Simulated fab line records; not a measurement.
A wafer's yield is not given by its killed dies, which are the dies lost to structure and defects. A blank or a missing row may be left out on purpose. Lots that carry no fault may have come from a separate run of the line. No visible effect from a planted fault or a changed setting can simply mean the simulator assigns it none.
Chamber matching || flow n5-finfet || rie-diel-04 running N5_BEOL_M4_ETCH_74: 4 sister chambers
The step etches underlayer in N2/H2, target depth 6.5 nm, time 5.2 s. 4 wafers are shown with their chamber, then 8 later ones without.

== WAFERS, EACH WITH ITS CHAMBER ==
{"wafer": "L081.1", "chamber": 3, "showerhead-plenum-p-Torr (Torr)": 2.68}
{"wafer": "L081.4", "chamber": 0, "showerhead-plenum-p-Torr (Torr)": 2.46}
{"wafer": "L081.6", "chamber": 2, "showerhead-plenum-p-Torr (Torr)": 2.62}
{"wafer": "L082.1", "chamber": 1, "showerhead-plenum-p-Torr (Torr)": 2.70}

== WAFERS MISSING THEIR CHAMBER ==
{"wafer": "L082.4", "showerhead-plenum-p-Torr (Torr)": 2.62}
{"wafer": "L082.5", "showerhead-plenum-p-Torr (Torr)": 2.62}
{"wafer": "L088.1", "showerhead-plenum-p-Torr (Torr)": 2.68}
{"wafer": "L088.2", "showerhead-plenum-p-Torr (Torr)": 2.46}
{"wafer": "L088.6", "showerhead-plenum-p-Torr (Torr)": 2.46}
{"wafer": "L095.2", "showerhead-plenum-p-Torr (Torr)": 2.61}
{"wafer": "L095.3", "showerhead-plenum-p-Torr (Torr)": 2.45}
{"wafer": "L095.6", "showerhead-plenum-p-Torr (Torr)": 2.69}

== WHICH CHAMBER EACH WENT THROUGH ==
{"wafer": "L082.4", "from the rows above": 2, "in truth": 2}
{"wafer": "L082.5", "from the rows above": 2, "in truth": 2}
{"wafer": "L088.1", "from the rows above": 3, "in truth": 3}
{"wafer": "L088.2", "from the rows above": 0, "in truth": 0}
{"wafer": "L088.6", "from the rows above": 0, "in truth": 0}
{"wafer": "L095.2", "from the rows above": 2, "in truth": 2}
{"wafer": "L095.3", "from the rows above": 0, "in truth": 0}
{"wafer": "L095.6", "from the rows above": "can't be placed: 3 or 1", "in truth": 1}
Correctly placed: 7 of 8. Cannot be placed on the basis of these rows: 1; the candidates contain the true chamber in 1. Placed wrongly: 0.
How it was worked out, from the rows above alone: a wafer's distance from a chamber is the root of the sum, over the readings, of the square of ((its reading less the chamber's mean) divided by the reading's scatter). If the next closest chamber is less than 2 further off than the closest, the wafer can't be placed; otherwise it belongs to the closest. For every chamber, the mean is computed from those of its wafers that are shown. The scatter (one wafer shown for each chamber): square how far every hidden wafer sits from the nearest shown wafer, average those squares and take the square root.
